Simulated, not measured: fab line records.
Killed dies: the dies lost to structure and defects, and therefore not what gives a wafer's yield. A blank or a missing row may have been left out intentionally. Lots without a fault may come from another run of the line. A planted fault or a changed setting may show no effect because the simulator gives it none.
Struck lot and sound lot, side by side -- flow n5_finfet -- 36 out of 1938 route steps
Sound: the wafers L356.3, L356.5, L356.6. The struck wafers were L362.1, L362.3, L362.5. The cause is named last.
Per side, at each step with rows, come the tool, then ch with its chambers, and then its first start. Under that, the readings that differ: sound wafers -- struck wafers -- difference of the means -- sigmas: that difference in standard deviations of wafers without a fault.
alike: readings whose means differ by less than 2 such deviations, and words and numbers that are the same on both sides. not compared: withheld readings, readings that some wafer has no value for, bounds like >300 that may hide the same value, and numbers for which the record gives no deviation and whose values overlap.
A row with sigmas, a row that says differs or no value, or rows on one side alone: a step with any of these is where the two part. Numbers that have no deviation but don't overlap get no sigmas and don't part them. Lack of a reading on every wafer of one side parts them only where that side has two or more wafers.

first, 9 steps without rows for these wafers: N5_WELL_APT_HMDS_01 (time 60 s); N5_WELL_APT_COAT_02 (resist thk 950 nm); N5_WELL_APT_EBR_04; N5_WELL_APT_SOFTBAKE_03 (time 60 s); N5_WELL_APT_EXPOSE_05 (exposes mask NWELL, defocus 0 nm, target cd 200 nm); N5_WELL_APT_PEB_06 (peb time 90 s); N5_WELL_APT_DEVELOP_07 (develop time 45 s); N5_WELL_APT_HARDBAKE_12 (time 120 s); N5_WELL_APT_DESCUM_13 (chemistry O2, time 7.9 s).
N5_WELL_APT_IMPLANT_14:
  sound on implanter-01 ch 0, day 5 08:46; struck on implanter-01 ch 0, day 6 20:34
reading,sound,struck,difference,sigmas
dose_ions_cm2,1.5011e+13 1.5014e+13 1.501e+13,1.3938e+13 1.3907e+13 1.3926e+13,-1.0880e+12,-68
faraday_current_uA,190 187 195,175 176 175,-15,-4
  alike: beam_energy_keV
then, 25 steps without rows for these wafers: N5_WELL_APT_IMPLANT_15; N5_WELL_APT_STRIP_16 (strips in SPM, time 900 s); N5_WELL_APT_HMDS_18 (time 60 s); N5_WELL_APT_COAT_19 (resist thk 950 nm); N5_WELL_APT_EBR_21; N5_WELL_APT_SOFTBAKE_20 (time 60 s); N5_WELL_APT_EXPOSE_22 (exposes mask PWELL, defocus 0 nm, target cd 200 nm); N5_WELL_APT_PEB_23 (peb time 90 s); N5_WELL_APT_DEVELOP_24 (develop time 45 s); N5_WELL_APT_HARDBAKE_29 (time 120 s); N5_WELL_APT_DESCUM_30 (chemistry O2, time 7.9 s); N5_WELL_APT_IMPLANT_31; N5_WELL_APT_IMPLANT_32; N5_WELL_APT_STRIP_33 (strips in SPM, time 900 s); N5_WELL_APT_RTA_34 (time 10 s); N5_WELL_APT_OXIDE_STRIP_42 (strips SiO2 in dHF, time 45 s, target depth 12 nm); N5_WELL_APT_PRECLEAN_36 (cleans in O3/DIW, time 45 s); N5_WELL_APT_PRECLEAN_39 (cleans in dHF, time 60 s); N5_WELL_APT_SRD_37 (time 30 s); N5_WELL_APT_EPI_41 (deposits Si from SiH4/H2, target thk 50 nm, time 297.7 s); N5_PMOS_HMC_CHANNEL_EPI_HM_DEP_34 (deposits SiO2 from TEOS/O2, target thk 36 nm, time 6.9 s); N5_PMOS_HMC_CHANNEL_EPI_COAT_31 (time 60 s, resist thk 66 nm); N5_PMOS_HMC_CHANNEL_EPI_COAT_03 (resist thk 205 nm); N5_PMOS_HMC_CHANNEL_EPI_EBR_05; N5_PMOS_HMC_CHANNEL_EPI_SOFTBAKE_04 (time 60 s).
-- the record jumps here: 6 days lie between the struck wafers' starts before and after (it left off in module PMOS_HMC_CHANNEL_EPI and takes up again in module BEOL_M4, whose first step shown is number 1111 of the route) --
N5_BEOL_M4_RC_MEAS_101:
  sound on prober-02 ch 0, day 11 09:20; struck on prober-02 ch 0, day 12 20:36
reading,sound,struck,difference,sigmas
DIBL_P (mV/V),36.4 35.6 34.8,38.7 38.2 40.2,+3.4,+2
RS_NWELL (ohm/sq),1036 1032 1034,1088 1077 1091,+51,+7
  alike: DIBL_N, IOFF_N, IOFF_P, ION_N, ION_P, SS_N, SS_P, VT_N, VT_P

WHERE THEY PART
Last at N5_BEOL_M4_RC_MEAS_101 as far as this record goes, first at N5_WELL_APT_IMPLANT_14.

WHY: what the simulator had put in
Drift in process parameters on implanter-01 at N5_WELL_APT_IMPLANT_14, starting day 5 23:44. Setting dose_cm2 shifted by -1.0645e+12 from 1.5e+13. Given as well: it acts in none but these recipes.
